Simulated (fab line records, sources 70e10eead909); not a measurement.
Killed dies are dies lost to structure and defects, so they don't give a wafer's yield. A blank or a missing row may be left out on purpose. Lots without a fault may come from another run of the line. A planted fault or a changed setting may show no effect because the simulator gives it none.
A struck lot beside a sound one | flow nand_harc | 13 steps out of a route of 1302
Sound: wafers L315.3, L315.4, L315.6. Struck: wafer L327.4. (L327.1, L327.3 of the same lot were not struck and are left out.) The cause comes at the end.
At each step with rows: each side's tool, then ch and its chambers, then its first start. Under that, the readings that differ: sound wafers | struck wafers | difference of the means | sigmas: that difference in standard deviations of wafers without a fault.
alike: readings whose means differ by less than 2 such deviations, and words and numbers that are the same on both sides. not compared: withheld readings, readings that some wafer has no value for, bounds like >300 that may hide the same value, and numbers for which the record gives no deviation and whose values overlap.
The two part at a step that has a row with sigmas, a row that says differs or no value, or rows on one side only. Numbers that don't overlap but have no deviation are shown without sigmas and don't part them. A reading that every wafer of one side lacks parts them only if that side has two wafers or more.

NHARC_A_WL_FILL_RTA_01: time 5 s.
  sound on rtp_anneal-01 ch 0, day 23 12:03; struck on rtp_anneal-02 ch 0, day 27 10:28
  reading             | sound          | struck | difference | sigmas
  lamp_zone_3_pct (%) | 27.8 27.8 27.8 | 28.7   | +0.9       | +2
  lamp_zone_7_pct (%) | 28.3 28.3 28.3 | 29.2   | +0.9       | +2
  alike: lamp_power_pct, wafer_temp_C_max
NHARC_A_WL_FILL_ALD_02: deposits TiN, target thk 2 nm, pulse time 3 s, ald cycles 100.
  sound on ald_metal-03 ch 1,2,3, day 23 12:17; struck on ald_metal-01 ch 3, day 27 10:41
  alike: heater_power_w, precursor_pulse_height_rel
  not compared: ald_cycles
NHARC_A_WL_FILL_CVD_03: deposits W, target thk 40 nm, time 279 s.
  sound on cvd_w-01 ch 0,1, day 23 12:45; struck on cvd_w-01 ch 0, day 27 11:11
  alike: heater_power_w, throttle_valve_pct
then, 2 steps without rows for these wafers: NHARC_A_WL_FILL_ETCHBACK_04 (etches the open film in NF3, target depth 60 nm, time 120 s); NHARC_A_WL_FILL_ETCHBACK_05 (etches the open film in Cl2/BCl3, target depth 22 nm, time 60 s).
NHARC_A_WL_FILL_STRIP_27: strips in N2/H2, time 20 s.
  sound on plasma_asher-01 ch 0,1, day 23 13:26; struck on plasma_asher-01 ch 0, day 27 11:59
  reading             | sound | struck | difference                   | sigmas
  rf_refl_power_W (W) | - - - | 19     | no value on the sound wafers |
  alike: drypump_motor_current_A, heater_power_w, temp_c
  not compared: rf_hours_counter_h
then, 4 steps without rows for these wafers: NHARC_A_WL_FILL_STRIP_28 (strips in post etch residue remover, time 1200 s); NHARC_A_WL_FILL_PRECLEAN_06 (cleans in DIW, time 300 s); NHARC_A_WL_FILL_SRD_07; NHARC_A_WL_FILL_ANNEAL_08 (time 1800 s).
NHARC_A_WL_FILL_ALD_10: deposits SiO2, target thk 50 nm, pulse time 10 s, ald cycles 500.
  sound on ald_hk-02 ch 0,3, day 23 18:22; struck on ald_hk-02 ch 3, day 27 20:02
  reading    | sound       | struck | difference | sigmas
  ald_cycles | 500 500 500 | 555    | +55        |
  alike: heater_power_w, precursor_pulse_height_rel
NHARC_A_WL_FILL_ETCHBACK_16: etches the open film in C4F8/O2/Ar, target depth 120 nm, time 24 s.
  sound on rie_diel-04 ch 0,2; struck on rie_diel-04 ch 3
  alike: chamber_pressure_mTorr, oes_product_au, rf_vpp_V
  not compared: rf_hours_counter_h
then, 1 step without rows for these wafers: NHARC_END_SORT_01.

WHERE THEY PART
First at NHARC_A_WL_FILL_RTA_01; last, within this record, at NHARC_A_WL_FILL_STRIP_27. Later steps at which nothing parts them and some readings are alike: NHARC_A_WL_FILL_ALD_10, NHARC_A_WL_FILL_ETCHBACK_16.

WHY: what the simulator had put in
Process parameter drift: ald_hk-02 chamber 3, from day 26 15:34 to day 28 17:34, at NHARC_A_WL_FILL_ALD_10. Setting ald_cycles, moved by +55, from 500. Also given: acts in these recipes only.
